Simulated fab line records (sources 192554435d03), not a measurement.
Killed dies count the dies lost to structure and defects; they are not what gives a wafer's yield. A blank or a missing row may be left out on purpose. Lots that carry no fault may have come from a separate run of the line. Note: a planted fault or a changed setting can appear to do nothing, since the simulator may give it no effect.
Which tool is to blame? / flow n5 finfet / 13 lots with 39 wafers sampled at 3 steps, on a route of 1938 steps

== WHAT THE GAUGES READ, wafer by wafer ==
N5_MOL_CONTACT_COAG_INSPECT_42: inspects for defects (brightfield).
lot=L182; measured=day 5 13:47; on=defect inspect-02; raw defect count=227 243 259
lot=L183; measured=day 5 18:58; on=defect inspect-02; raw defect count=247 196 148
lot=L184; measured=day 5 20:55; on=defect inspect-02; raw defect count=227 252 242
lot=L185; measured=day 6 04:01; on=defect inspect-01; raw defect count=236 150 192
lot=L186; measured=day 6 15:05; on=defect inspect-02; raw defect count=135 195 162
lot=L188; measured=day 7 09:05; on=defect inspect-02; raw defect count=206 180 266
lot=L190; measured=day 7 13:02; on=defect inspect-01; raw defect count=224 255 291
lot=L191; measured=day 7 17:52; on=defect inspect-02; raw defect count=115 192 161
lot=L192; measured=day 8 01:19; on=defect inspect-01; raw defect count=288 222 240
lot=L193; measured=day 8 05:34; on=defect inspect-02; raw defect count=246 273 272
lot=L197; measured=day 9 02:01; on=defect inspect-01; raw defect count=252 287 233
lot=L203; measured=day 10 16:54; on=defect inspect-01; raw defect count=240 220 237
lot=L204; measured=day 10 20:32; on=defect inspect-01; raw defect count=249 327 302

N5_MOL_CONTACT_COAG_THK_MEAS_53.
lot=L182; measured=day 5 15:32; on=film metro-01; VIA_MOL_THK (nm)=43.6 44.8 44.8
lot=L183; measured=day 5 20:45; on=film metro-01; VIA_MOL_THK (nm)=43.4 44.1 44.2
lot=L184; measured=day 5 22:34; on=film metro-02; VIA_MOL_THK (nm)=43.7 43.8 44.2
lot=L185; measured=day 6 05:39; on=film metro-01; VIA_MOL_THK (nm)=44.4 44.8 45.0
lot=L186; measured=day 6 17:07; on=film metro-02; VIA_MOL_THK (nm)=43.5 43.2 44.6
lot=L188; measured=day 7 11:21; on=film metro-02; VIA_MOL_THK (nm)=43.9 45.1 43.6
lot=L190; measured=day 7 14:43; on=film metro-02; VIA_MOL_THK (nm)=43.3 44.8 44.0
lot=L191; measured=day 7 19:28; on=film metro-01; VIA_MOL_THK (nm)=43.4 43.6 43.9
lot=L192; measured=day 8 02:58; on=film metro-01; VIA_MOL_THK (nm)=44.1 43.9 44.8
lot=L193; measured=day 8 07:41; on=film metro-02; VIA_MOL_THK (nm)=44.1 44.0 44.4
lot=L197; measured=day 9 03:49; on=film metro-01; VIA_MOL_THK (nm)=43.7 43.6 44.0
lot=L203; measured=day 10 18:31; on=film metro-02; VIA_MOL_THK (nm)=43.3 44.3 43.7
lot=L204; measured=day 10 22:19; on=film metro-02; VIA_MOL_THK (nm)=43.6 44.0 44.2

== TOOL THAT RAN EACH LOT (tool first, then ch and the chambers of the sampled wafers, then the start) ==
lot=L182; N5_MOL_CONTACT_COAG_CVD_140=cvd w-01 ch 0, day 5 14:55
lot=L183; N5_MOL_CONTACT_COAG_CVD_140=cvd w-02 ch 0,1, day 5 20:13
lot=L184; N5_MOL_CONTACT_COAG_CVD_140=cvd w-01 ch 0,1, day 5 21:54
lot=L185; N5_MOL_CONTACT_COAG_CVD_140=cvd w-02 ch 0,1, day 6 05:07
lot=L186; N5_MOL_CONTACT_COAG_CVD_140=cvd w-02 ch 0,1, day 6 16:31
lot=L188; N5_MOL_CONTACT_COAG_CVD_140=cvd w-01 ch 0,1, day 7 10:49
lot=L190; N5_MOL_CONTACT_COAG_CVD_140=cvd w-02 ch 0,1, day 7 14:02
lot=L191; N5_MOL_CONTACT_COAG_CVD_140=cvd w-01 ch 0,1, day 7 18:56
lot=L192; N5_MOL_CONTACT_COAG_CVD_140=cvd w-01 ch 0,1, day 8 02:21
lot=L193; N5_MOL_CONTACT_COAG_CVD_140=cvd w-01 ch 0,1, day 8 07:04
lot=L197; N5_MOL_CONTACT_COAG_CVD_140=cvd w-01 ch 0,1, day 9 03:13
lot=L203; N5_MOL_CONTACT_COAG_CVD_140=cvd w-02 ch 0,1, day 10 17:53
lot=L204; N5_MOL_CONTACT_COAG_CVD_140=cvd w-02 ch 0, day 10 21:41
- N5_MOL_CONTACT_COAG_CVD_140: deposits W, target thk 66.5 nm, time 215 s.

== WHAT THE TOOLS THEMSELVES READ (means of the sampled wafers that have a number; where no wafer has one, the mark that the record gives instead) ==
N5_MOL_CONTACT_COAG_CVD_140.
lot=L182; tool=cvd w-01; heater power w (W)=472; run length s (s)=285.7
lot=L183; tool=cvd w-02; heater power w (W)=543; run length s (s)=286.2
lot=L184; tool=cvd w-01; heater power w (W)=470; run length s (s)=285.9
lot=L185; tool=cvd w-02; heater power w (W)=518; run length s (s)=286.2
lot=L186; tool=cvd w-02; heater power w (W)=525; run length s (s)=285.9
lot=L188; tool=cvd w-01; heater power w (W)=473; run length s (s)=286.0
lot=L190; tool=cvd w-02; heater power w (W)=540; run length s (s)=286.2
lot=L191; tool=cvd w-01; heater power w (W)=482; run length s (s)=285.8
lot=L192; tool=cvd w-01; heater power w (W)=468; run length s (s)=286.0
lot=L193; tool=cvd w-01; heater power w (W)=470; run length s (s)=421.9
lot=L197; tool=cvd w-01; heater power w (W)=471; run length s (s)=422.0
lot=L203; tool=cvd w-02; heater power w (W)=543; run length s (s)=286.3
lot=L204; tool=cvd w-02; heater power w (W)=490; run length s (s)=285.7

== THE ANSWER, worked out from the rows above alone ==
Rule: usual is defined by the lots themselves. The widest of any qualifying gaps counts: lots, ordered by their means at a reading, are off when they make up no more than a third of the lots, leave a main group of 4 or more, and stand apart from it by 3 or more times the standard deviation of that group's means. If all means in a main group match to the digits the tables above print for the reading, that group is not used. Also off: a lot with no number at a reading for which 4 or more lots have one. All remaining lots with rows at the step are treated as sound. After the gauges, taken in route order, come the tools' own readings; for these a lot's mean is taken, as printed above. At the first step where some lot is off, the reading lying furthest off is the one used; lots without a number count as furthest.
Off at N5_MOL_CONTACT_COAG_CVD_140 (run length s): L193, L197. The main group has a mean of 286.0 s with a standard deviation of 0.2.
If a tool, at that step or one of the process steps before it, ran each lot that is off and ran no sound lot following the first of them, it fits. One fits: cvd w-01 at N5_MOL_CONTACT_COAG_CVD_140. Its last sound lot is L192 (day 8 02:21), its first lot that is off L193 (day 8 07:04): a fault that began between those two fits.
On the lots that are off, the tool's own readings at N5_MOL_CONTACT_COAG_CVD_140 differ by more than 5 times the standard deviation of the sound lots' means, which bears it out; run length s reads 421.9 s there versus 286.0 s on the sound lots.

== WHAT HAD BEEN PUT IN BY THE SIMULATOR ==
cvd w-01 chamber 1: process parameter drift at N5_MOL_CONTACT_COAG_CVD_140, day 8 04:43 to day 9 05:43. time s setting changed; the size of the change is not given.
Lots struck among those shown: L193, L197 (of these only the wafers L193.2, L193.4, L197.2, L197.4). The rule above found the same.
